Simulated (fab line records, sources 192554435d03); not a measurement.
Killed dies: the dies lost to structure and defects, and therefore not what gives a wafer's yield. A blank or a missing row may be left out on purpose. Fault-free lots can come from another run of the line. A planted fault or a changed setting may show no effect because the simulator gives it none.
Comparing a struck lot with a sound one | flow n5_finfet | 15 steps out of a route of 1938
Sound: wafers L405.1, L405.3, L405.5. The struck wafers were L425.2, L425.3, L425.5. At the end, the cause is stated.
Order at every step that has rows: each side's tool, ch and its chambers, its first start. Under that, the readings that differ: sound wafers | struck wafers | difference of the means | sigmas: that difference in standard deviations of wafers without a fault.
alike: a reading whose means differ by less than 2 such deviations, as well as words and numbers matching on both sides. not compared: withheld readings; readings where some wafer has no value; bounds like >300 that might hide an equal value; numbers whose values overlap and for which the record gives no deviation.
The two part at a step that has a row with sigmas, a row that says differs or no value, or rows on one side only. Numbers that have no deviation but don't overlap get no sigmas and don't part them. A reading that every wafer of one side lacks parts them only if that side has two wafers or more.

N5_FIN_SAQP_STRIP_55: strips in N2/H2.
  sound on rie_diel-02 ch 1,2,3, day 2 04:37; struck on rie_diel-02 ch 1,2,3, day 7 13:46
  alike: drypump_motor_current_A, n2_flow_sccm, oes_product_au, rf_vpp_V, showerhead_plenum_p_Torr, throttle_valve_pct
  not compared: rf_hours_counter_h
then, 4 steps without rows for these wafers: N5_FIN_SAQP_STRIP_23 (strips in SPM, time 750 s); N5_FIN_SAQP_SRD_66 (time 30 s); N5_FIN_SAQP_RECESS_75 (chemistry HF/NH3, target SiO2, target depth 14.4 nm, afs cycles 3, sublimation time 60 s); N5_FIN_SAQP_SPACER1_ALD_24 (deposits SiO2, target thk 20.3 nm, pulse time 1 s, purge time 2 s).
N5_FIN_SAQP_SPACER1_ETCHBACK_25: etches SiO2 in CHF3/O2, target depth 24.4 nm, time 12.2 s.
  sound on rie_diel-05 ch 0,2,3, day 2 06:49; struck on rie_diel-02 ch 1,2, day 7 17:03
  reading                | sound             | struck            | difference | sigmas
  rf_vpp_V (V)           | 522 525 523       | 532 530 529       | +7         | +2
  throttle_valve_pct (%) | 18.84 18.78 18.66 | 19.02 19.13 19.11 | +0.33      | +2
  alike: drypump_motor_current_A, oes_product_au, showerhead_plenum_p_Torr
  not compared: rf_hours_counter_h
N5_FIN_SAQP_MANDREL1_REMOVE_56: chemistry HBr/Cl2/O2, target a-Si, stops on SiNx, bt time 10 s.
  sound on rie_si-01 ch 0,1,3, day 2 06:54; struck on rie_si-02 ch 1,2, day 7 17:08
  alike: drypump_motor_current_A, oes_product_au, throttle_valve_pct
  not compared: rf_hours_counter_h
N5_FIN_SAQP_CD_MEAS_27: the cd target is 20 nm.
  sound on cd_sem-01 ch 0, day 2 07:01; struck on cd_sem-02 ch 0, day 7 17:15
  alike: cd_nm
N5_FIN_SAQP_ETCH_57: etches SiNx in CH3F/O2, target depth 32.5 nm, time 46.4 s.
  sound on rie_diel-04 ch 1,2,3, day 2 07:04; struck on rie_diel-02 ch 2,3, day 7 17:18
  alike: drypump_motor_current_A, etch_rf_on_time_s, oes_product_au, rf_vpp_V, showerhead_plenum_p_Torr, throttle_valve_pct
  not compared: rf_hours_counter_h
then, 1 step without rows for these wafers: N5_FIN_SAQP_ETCH_65 (etches SiO2 in CF4, target depth 4 nm, time 4.4 s).
N5_FIN_SAQP_MANDREL_ETCH_58: etches a-Si in HBr/Cl2, stops on SiNx, target depth 45 nm, bt time 10 s, time 27 s.
  sound on rie_si-03 ch 0,2,3, day 2 07:12; struck on rie_si-03 ch 1,2,3, day 7 17:26
  alike: drypump_motor_current_A, oes_product_au, throttle_valve_pct
  not compared: rf_hours_counter_h
then, 1 step without rows for these wafers: N5_FIN_SAQP_RECESS_63 (chemistry HF/NH3, target SiO2, target depth 18 nm, afs cycles 3, sublimation time 60 s).
N5_FIN_SAQP_COAT_68: time 60 s, resist thk 100 nm.
  sound on litho_track-05 ch 0, day 2 07:40; struck on litho_track-04 ch 0, day 7 17:54
  reading                                   | sound                | struck               | difference | sigmas
  spin_speed_rpm (rpm)                      | 1499.9 1499.2 1499.7 | 1212.9 1214.1 1214.3 | -285.8     | -99 or more
  model.SOC_of_FIN_SAQP_COAT_68.thk_nm (nm) | 100 99.8 99.8        | 111.2 111.2 111      | +11.3      |
N5_FIN_SAQP_ETCH_69: etches SOC in N2/H2, stops on SiNx, target depth 150 nm.
  sound on rie_diel-04 ch 0,1,3, day 2 07:44; struck on rie_diel-04 ch 2,3, day 7 18:02
  reading                                   | sound       | struck         | difference | sigmas
  model.SOC_of_FIN_SAQP_COAT_68.thk_nm (nm) | 4.2 5.2 4.6 | 15.2 16.8 16.2 | +11.4      |
  alike: drypump_motor_current_A, n2_flow_sccm, oes_product_au, rf_vpp_V, showerhead_plenum_p_Torr, throttle_valve_pct
  not compared: rf_hours_counter_h
then, 1 step without rows for these wafers: N5_FIN_SAQP_ETCH_67 (etches SiNx in CH3F/O2, target depth 30 nm).

== WHERE THEY PART ==
At N5_FIN_SAQP_SPACER1_ETCHBACK_25 first; at N5_FIN_SAQP_COAT_68 last (within this record only). Later steps at which nothing parts them and some readings are alike: N5_FIN_SAQP_ETCH_69.

WHY: what had been put in by the simulator
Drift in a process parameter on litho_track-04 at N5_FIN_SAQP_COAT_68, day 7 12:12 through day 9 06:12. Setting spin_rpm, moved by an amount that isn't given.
